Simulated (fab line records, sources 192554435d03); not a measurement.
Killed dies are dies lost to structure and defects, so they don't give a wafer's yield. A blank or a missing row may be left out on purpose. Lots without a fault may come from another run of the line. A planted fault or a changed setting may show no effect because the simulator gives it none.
Split-lot experiment | flow n5_finfet | 7 lots, 39 wafers read, on a route of 1938 steps

THE SPLIT
At N5_PASSIVATION_ETCH_59 (etches TaN in Cl2/BCl3, target depth 65 nm, time 34.9 s), the setting time_s was moved away from the recipe's 34.9 s on 6 of the 39 wafers read, by -58.7% to +22.2%. The other wafers ran this setting at the recipe's value.

The reading is taken at the split's own step.

THE READING
etch.depth_nm (the simulator's own value, which no gauge read), in nm, at N5_PASSIVATION_ETCH_59 (etches TaN in Cl2/BCl3, target depth 65 nm, time 34.9 s). The file gives no usual value for it. The 33 wafers here that ran the recipe average 65.00 nm, standard deviation 1.1 nm.

wafer  | tool, chamber at the split | time_s as run, s | against the recipe | etch.depth_nm, nm | against lot-mates on the recipe
L076.1 | rie_metal-01, 0            | 34.9             | recipe             | 65.26             | -
L076.2 | rie_metal-01, 1            | 34.9             | recipe             | 65.7              | -
L076.3 | rie_metal-01, 0            | 34.9             | recipe             | 64.67             | -
L076.4 | rie_metal-01, 1            | 34.9             | recipe             | 65.85             | -
L076.5 | rie_metal-01, 0            | 34.9             | recipe             | 65.48             | -
L076.6 | rie_metal-01, 1            | 34.9             | recipe             | 66.08             | -
L077.1 | rie_metal-03, 0            | 34.9             | recipe             | 63.93             | -
L077.2 | rie_metal-03, 0            | 34.9             | recipe             | 63.75             | -
L077.3 | rie_metal-03, 0            | 34.9             | recipe             | 63.69             | -
L077.4 | rie_metal-03, 0            | 34.9             | recipe             | 63.73             | -
L077.5 | rie_metal-03, 0            | 34.9             | recipe             | 63.89             | -
L077.6 | rie_metal-03, 0            | 34.9             | recipe             | 63.64             | -
L082.1 | rie_metal-01, 0            | 34.9             | recipe             | 65.45             | -
L082.2 | rie_metal-01, 1            | 34.9             | recipe             | 66.43             | -
L082.3 | rie_metal-01, 1            | 34.9             | recipe             | 66.56             | -
L082.4 | rie_metal-01, 0            | 34.9             | recipe             | 65.38             | -
L082.5 | rie_metal-01, 1            | 34.9             | recipe             | 66.87             | -
L082.6 | rie_metal-01, 0            | 34.9             | recipe             | 65.06             | -
L083.1 | rie_metal-03, 1            | 34.9             | recipe             | 64.07             | -
L083.2 | rie_metal-03, 0            | 34.9             | recipe             | 63.82             | -
L083.5 | rie_metal-03, 0            | 34.9             | recipe             | 63.49             | -
L085.1 | rie_metal-01, 1            | 34.9             | recipe             | 65.64             | -
L085.2 | rie_metal-01, 0            | 34.9             | recipe             | 65.71             | -
L085.3 | rie_metal-01, 0            | 34.9             | recipe             | 65.46             | -
L085.4 | rie_metal-01, 1            | 34.9             | recipe             | 66.29             | -
L085.5 | rie_metal-01, 0            | 34.9             | recipe             | 65.38             | -
L085.6 | rie_metal-01, 1            | 34.9             | recipe             | 66.51             | -
L087.1 | rie_metal-01, 1            | 14.42            | -58.7%             | 27.22             | -38.51
L087.2 | rie_metal-01, 0            | 14.42            | -58.7%             | 26.98             | -38.75
L087.3 | rie_metal-01, 1            | 14.42            | -58.7%             | 27.37             | -38.36
L087.4 | rie_metal-01, 0            | 34.9             | recipe             | 65.36             | -
L087.5 | rie_metal-01, 0            | 34.9             | recipe             | 65.41             | -
L087.6 | rie_metal-01, 1            | 34.9             | recipe             | 66.42             | -
L088.1 | rie_metal-03, 1            | 34.9             | recipe             | 63.47             | -
L088.2 | rie_metal-03, 0            | 42.64            | +22.2%             | 77.09             | +13.74
L088.3 | rie_metal-03, 0            | 34.9             | recipe             | 63.43             | -
L088.4 | rie_metal-03, 1            | 42.64            | +22.2%             | 77.61             | +14.26
L088.5 | rie_metal-03, 0            | 34.9             | recipe             | 63.14             | -
L088.6 | rie_metal-03, 1            | 42.64            | +22.2%             | 78.02             | +14.67

THE FIT
A straight line over all 39 wafers: etch.depth_nm changes by +0.633 nm for each +1% of time_s; r = +0.99; the points scatter about the line by 1.1 nm.
The same after taking each lot's own level away (the mean of its wafers on the recipe; 39 wafers): +0.655 nm for each +1%; r = +1.00; scatter 0.43 nm.
On that fit, the largest move of time_s shifts the reading by 38 nm.
The lots' own levels span 63.347 to 65.958 nm, that is 2.4 times the standard deviation above.
So the lot-to-lot level changes the slope little: the two slopes agree.
Check: with one of the wafers moved furthest among these (-58.7%) left out of the fit, the line predicts -38.4 nm for it against its lot-mates. It came out at -38.5 nm against them.

OTHER SPLITS ON THESE WAFERS
These wafers also went through other splits before the reading. Each is held against what the fit with the lots' levels taken away leaves over:
other split on the same wafers     | wafers away from the commonest value | r with etch.depth_nm (lot level and that fit taken away)
N5_BEOL_M7_SPUTTER_48 target_thk_a | 12                                   | -0.10
N5_BEOL_M11_VIA_ETCH_34 time_s     | 15                                   | -0.07
N5_MIM_BOT_ETCH_ETCH_04 time_s     | 18                                   | -0.15

THE FILE'S OWN FIT
etch.depth_nm changes by +0.655 nm for each +1% of time_s, r = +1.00.
